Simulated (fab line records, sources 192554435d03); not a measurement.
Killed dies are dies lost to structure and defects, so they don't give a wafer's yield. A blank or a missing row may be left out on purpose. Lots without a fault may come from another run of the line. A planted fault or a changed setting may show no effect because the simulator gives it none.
Chamber matching | flow n5_finfet | N5_BEOL_M7_ETCH_66 on rie_diel-02: 4 sister chambers
The step etches SOC in N2/H2, target depth 80 nm, overetch 16 nm, time 120 s. 20 wafers are shown with their chamber, then 10 later ones without.

WAFERS WITH THEIR CHAMBER
wafer  | chamber | showerhead_plenum_p_Torr (Torr) | drypump_motor_current_A (A) | oes_product_au (a.u.)
L074.2 | 3       | 2.72                            | 5.4                         | 0.66
L074.4 | 3       | 2.72                            | 5.4                         | 0.67
L074.5 | 0       | 2.52                            | 6.0                         | 0.57
L075.1 | 1       | 2.65                            | 5.9                         | 0.55
L075.3 | 3       | 2.71                            | 5.4                         | 0.66
L075.5 | 3       | 2.71                            | 5.4                         | 0.66
L081.2 | 2       | 2.50                            | 5.7                         | 0.73
L081.3 | 1       | 2.65                            | 5.8                         | 0.55
L081.5 | 2       | 2.50                            | 5.7                         | 0.74
L080.1 | 1       | 2.65                            | 5.9                         | 0.55
L080.2 | 2       | 2.50                            | 5.7                         | 0.74
L080.6 | 3       | 2.71                            | 5.3                         | 0.65
L083.1 | 2       | 2.50                            | 5.7                         | 0.73
L083.2 | 0       | 2.52                            | 6.0                         | 0.56
L083.3 | 1       | 2.65                            | 5.8                         | 0.55
L086.4 | 0       | 2.51                            | 6.0                         | 0.56
L086.5 | 3       | 2.71                            | 5.4                         | 0.65
L086.6 | 2       | 2.50                            | 5.7                         | 0.71
L090.1 | 1       | 2.64                            | 5.9                         | 0.54
L090.4 | 2       | 2.49                            | 5.7                         | 0.70

SIGNATURES (means of the wafers above)
reading                  | chamber 0 | chamber 1 | chamber 2 | chamber 3 | scatter within a chamber
showerhead_plenum_p_Torr | 2.5167    | 2.6480    | 2.4983    | 2.7133    | 0.00477
drypump_motor_current_A  | 6.000     | 5.860     | 5.700     | 5.383     | 0.0356
oes_product_au           | 0.5633    | 0.5480    | 0.7250    | 0.6583    | 0.0105
Rule: a wafer's distance from a chamber is the root of the sum, over the readings, of the square of ((its reading less the chamber's mean) divided by the reading's scatter). The wafer belongs to the nearest chamber; if the next one is less than 2 further off, it can't be placed. The scatter: the root of (the sum of the squares of (reading less its chamber's mean) over the shown wafers, divided by (wafers less chambers)).

WAFERS WITHOUT THEIR CHAMBER
wafer  | showerhead_plenum_p_Torr (Torr) | drypump_motor_current_A (A) | oes_product_au (a.u.)
L090.6 | 2.70                            | 5.4                         | 0.64
L093.1 | 2.64                            | 5.8                         | 0.54
L093.4 | 2.49                            | 5.6                         | 0.70
L093.5 | 2.49                            | 5.7                         | 0.70
L095.1 | 2.64                            | 5.9                         | 0.54
L095.3 | 2.49                            | 5.7                         | 0.69
L095.4 | 2.50                            | 6.0                         | 0.54
L097.1 | 2.63                            | 5.8                         | 0.53
L097.2 | 2.49                            | 5.7                         | 0.67
L097.5 | 2.50                            | 6.0                         | 0.54

WHICH CHAMBER EACH WENT THROUGH
wafer  | from the rows above | in truth
L090.6 | 3                   | 3
L093.1 | 1                   | 1
L093.4 | 2                   | 2
L093.5 | 2                   | 2
L095.1 | 1                   | 1
L095.3 | 2                   | 2
L095.4 | 0                   | 0
L097.1 | 1                   | 1
L097.2 | 2                   | 2
L097.5 | 0                   | 0
Placed correctly: 10 of 10. Can't be placed from these rows: 0. Placed wrongly: 0.
